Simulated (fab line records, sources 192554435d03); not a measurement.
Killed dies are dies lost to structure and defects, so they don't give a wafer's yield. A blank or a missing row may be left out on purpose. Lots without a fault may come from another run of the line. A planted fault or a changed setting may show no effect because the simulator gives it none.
Split-lot experiment | flow n5_finfet | 7 lots, 39 wafers read, on a route of 1938 steps

THE SPLIT
At N5_BEOL_M5_DEP_56 (deposits SiCN from 3MS/NH3, target thk 8 nm, time 14 s), the setting time_s was moved away from the recipe's 14 s on 12 of the 39 wafers read, by -46.2% to +41.9%. The other wafers ran this setting at the recipe's value.

The reading is taken at the split's own step.

THE READING
SiCN_of_BEOL_M5_DEP_56.thk_nm (the simulator's own value, which no gauge read), in nm, at N5_BEOL_M5_DEP_56 (deposits SiCN from 3MS/NH3, target thk 8 nm, time 14 s). The file gives no usual value for it. The 27 wafers here that ran the recipe average 8.0 nm, standard deviation 0.14 nm.

wafer  | tool, chamber at the split | time_s as run, s | against the recipe | SiCN_of_BEOL_M5_DEP_56.thk_nm, nm | against lot-mates on the recipe
L076.1 | pecvd-01, 1,2              | 14               | recipe             | 7.8                               | -
L076.3 | pecvd-01, 1,2              | 14               | recipe             | 7.8                               | -
L076.2 | pecvd-01, 0                | 14               | recipe             | 8                                 | -
L076.4 | pecvd-01, 0,1,2            | 17.87            | +27.6%             | 10.2                              | +2.3
L076.5 | pecvd-01, 0,1,2            | 17.87            | +27.6%             | 10.2                              | +2.3
L076.6 | pecvd-01, 0,1,2            | 17.87            | +27.6%             | 10.2                              | +2.3
L078.1 | pecvd-01, 0                | 7.538            | -46.2%             | 4.6                               | -3.3
L078.5 | pecvd-01, 0                | 7.538            | -46.2%             | 4.6                               | -3.3
L078.2 | pecvd-01, 1                | 14               | recipe             | 7.8                               | -
L078.3 | pecvd-01, 2                | 7.538            | -46.2%             | 4.2                               | -3.7
L078.4 | pecvd-01, 1,2              | 14               | recipe             | 8                                 | -
L078.6 | pecvd-01, 1,2              | 14               | recipe             | 8                                 | -
L079.1 | pecvd-03, 1,2              | 19.87            | +41.9%             | 11.2                              | +3.3
L079.3 | pecvd-03, 1,2              | 19.87            | +41.9%             | 11.2                              | +3.3
L079.2 | pecvd-03, 0                | 14               | recipe             | 7.8                               | -
L079.4 | pecvd-03, 0,2              | 14               | recipe             | 8                                 | -
L079.6 | pecvd-03, 0,2              | 14               | recipe             | 8                                 | -
L079.5 | pecvd-03, 1                | 19.87            | +41.9%             | 11.4                              | +3.5
L081.1 | pecvd-01, 2,1,0,2,1        | 14               | recipe             | 8                                 | -
L081.2 | pecvd-01, 2,1,0,2,1        | 14               | recipe             | 8                                 | -
L081.3 | pecvd-01, 2,1,0,2,1        | 14               | recipe             | 8                                 | -
L081.5 | pecvd-01, 2,1,0,2,1        | 14               | recipe             | 8                                 | -
L081.6 | pecvd-01, 2,1,0,2,1        | 14               | recipe             | 8                                 | -
L081.4 | pecvd-01, 0                | 14               | recipe             | 8.2                               | -
L083.1 | pecvd-02, 1                | 16.22            | +15.9%             | 9.2                               | +1.1
L083.2 | pecvd-02, 2                | 14               | recipe             | 8                                 | -
L083.3 | pecvd-02, 0                | 16.22            | +15.9%             | 9.4                               | +1.3
L083.6 | pecvd-02, 0                | 16.22            | +15.9%             | 9.4                               | +1.3
L083.4 | pecvd-02, 2,1              | 14               | recipe             | 8.2                               | -
L083.5 | pecvd-02, 2,1              | 14               | recipe             | 8.2                               | -
L087.1 | pecvd-02, 2                | 14               | recipe             | 8.2                               | -
L087.5 | pecvd-02, 2                | 14               | recipe             | 8.2                               | -
L087.2 | pecvd-02, 1,0,0,1          | 14               | recipe             | 8                                 | -
L087.3 | pecvd-02, 1,0,0,1          | 14               | recipe             | 8                                 | -
L087.4 | pecvd-02, 1,0,0,1          | 14               | recipe             | 8                                 | -
L087.6 | pecvd-02, 1,0,0,1          | 14               | recipe             | 8                                 | -
L090.3 | pecvd-03, 1                | 14               | recipe             | 8                                 | -
L090.5 | pecvd-03, 1                | 14               | recipe             | 8.4                               | -
L090.6 | pecvd-03, 2                | 14               | recipe             | 8.2                               | -
Where a row lists several chambers, the file gives one row for several wafers and doesn't say which wafer went through which chamber.

THE FIT
A straight line over all 39 wafers: SiCN_of_BEOL_M5_DEP_56.thk_nm changes by +0.0776 nm for each +1% of time_s; r = +1.00; the points scatter about the line by 0.14 nm.
The same after taking each lot's own level away (the mean of its wafers on the recipe; 39 wafers): +0.078 nm for each +1%; r = +1.00; scatter 0.12 nm.
On that fit, the largest move of time_s shifts the reading by 3.6 nm.
The lots' own levels span 7.87 to 8.20 nm, that is 2.4 times the standard deviation above.
So the lot-to-lot level changes the slope little: the two slopes agree.
Check: with one of the wafers moved furthest among these (-46.2%) left out of the fit, the line predicts -3.63 nm for it against its lot-mates. It came out at -3.33 nm against them.

OTHER SPLITS ON THESE WAFERS
These wafers also went through other splits before the reading. Each is held against what the fit with the lots' levels taken away leaves over:
other split on the same wafers | wafers away from the commonest value | r with SiCN_of_BEOL_M5_DEP_56.thk_nm (lot level and that fit taken away)
N5_BEOL_M4_DESCUM_16 time_s    | 15                                   | -0.06

THE FILE'S OWN FIT
SiCN_of_BEOL_M5_DEP_56.thk_nm changes by +0.0782 nm for each +1% of time_s, r = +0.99.
